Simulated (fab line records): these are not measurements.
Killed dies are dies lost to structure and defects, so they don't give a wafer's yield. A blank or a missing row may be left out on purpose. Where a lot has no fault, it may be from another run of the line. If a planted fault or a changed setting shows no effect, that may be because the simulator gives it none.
Split-lot study	flow n5-finfet	route with 1938 steps; 7 lots, 21 wafers read

== SPLIT DETAILS ==
At N5_BEOL_M2_ETCH_70 (etches SOC in N2/H2, target depth 80 nm, overetch 24 nm, time 130 s), the setting time-s was moved away from the recipe's 130 s on 4 of the 21 wafers read, by -17.9% to +19.4%. This setting was run at the recipe's value on the other wafers.

The split's own step is where the reading is taken.

== THE READING ==
SiARC_of_BEOL_M2_COAT_68.thk-nm (the simulator's own value, which no gauge read), in nm, at N5_BEOL_M2_ETCH_70 (etches SOC in N2/H2, target depth 80 nm, overetch 24 nm, time 130 s). The file does not state a usual value for it. The 17 wafers here that ran the recipe average 5.9 nm, standard deviation 0.091 nm.

wafer	tool, chamber at the split	time-s as run, s	against the recipe	SiARC_of_BEOL_M2_COAT_68.thk-nm, nm	against lot-mates on the recipe
L074.1	rie-diel-02, 1,2	130	recipe	5.8	-
L074.2	rie-diel-02, 1,2	130	recipe	5.8	-
L074.4	rie-diel-02, 3	130	recipe	6	-
L081.3	rie-diel-05, 1,2	130	recipe	5.8	-
L081.4	rie-diel-05, 1,2	130	recipe	5.8	-
L081.6	rie-diel-05, 3	106.7	-17.9%	7	+1.2
L083.1	rie-diel-05, 3,1,0	130	recipe	5.8	-
L083.5	rie-diel-05, 3,1,0	130	recipe	5.8	-
L083.6	rie-diel-05, 3,1,0	130	recipe	5.8	-
L091.3	rie-diel-05, 1	155.2	+19.4%	4.6	-1.2
L091.4	rie-diel-05, 3,2	130	recipe	5.8	-
L091.5	rie-diel-05, 3,2	130	recipe	5.8	-
L092.1	rie-diel-02, 1,0	130	recipe	5.8	-
L092.3	rie-diel-02, 1,0	130	recipe	5.8	-
L092.4	rie-diel-02, 3	130	recipe	6	-
L095.1	rie-diel-02, 1,2	121.8	-6.3%	6.2	+0.2
L095.3	rie-diel-02, 1,2	121.8	-6.3%	6.2	+0.2
L095.5	rie-diel-02, 3	130	recipe	6	-
L097.1	rie-diel-02, 1,3	130	recipe	6	-
L097.2	rie-diel-02, 1,3	130	recipe	6	-
L097.3	rie-diel-02, 0	130	recipe	5.8	-
Where a row lists several chambers, the file gives one row for several wafers and doesn't say which wafer went through which chamber.

THE FIT
A straight line over all 21 wafers: SiARC_of_BEOL_M2_COAT_68.thk-nm changes by -0.0634 nm for each +1% of time-s; r = -0.98; the points scatter about the line by 0.088 nm.
The same after taking each lot's own level away (the mean of its wafers on the recipe; 21 wafers): -0.0611 nm for each +1%; r = -0.97; scatter 0.091 nm.
That fit puts the effect of the largest move of time-s on the reading at 1.2 nm.
From 5.80 to 6.00 nm: that is the span of the lots' own levels, equal to 2.2 times the standard deviation above.
So the lot-to-lot level changes the slope little: the two slopes agree.
Check: for one of the wafers moved furthest among these (+19.4%), held out of the fit, the line's prediction against its lot-mates is -1.19 nm. Against them it came out at -1.2 nm.

== FURTHER SPLITS ON THESE WAFERS ==
These wafers also went through other splits before the reading. Each is held against what the fit with the lots' levels taken away leaves over:
other split on the same wafers	wafers away from the commonest value	r with SiARC_of_BEOL_M2_COAT_68.thk-nm (lot level and that fit taken away)
N5_BEOL_M1_COAT_62 spin-rpm	10	+0.02
N5_BEOL_M1_ETCH_77 source-w	8	-0.27
N5_BEOL_M1_ETCH_70 time-s	6	+0.16
N5_BEOL_M2_DESCUM_33 time-s	9	-0.18
N5_BEOL_M2_ETCHBACK_99 time-s	7	+0.19

== THE FILE'S OWN FIT ==
SiARC_of_BEOL_M2_COAT_68.thk-nm changes by -0.0625 nm for each +1% of time-s, r = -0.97.
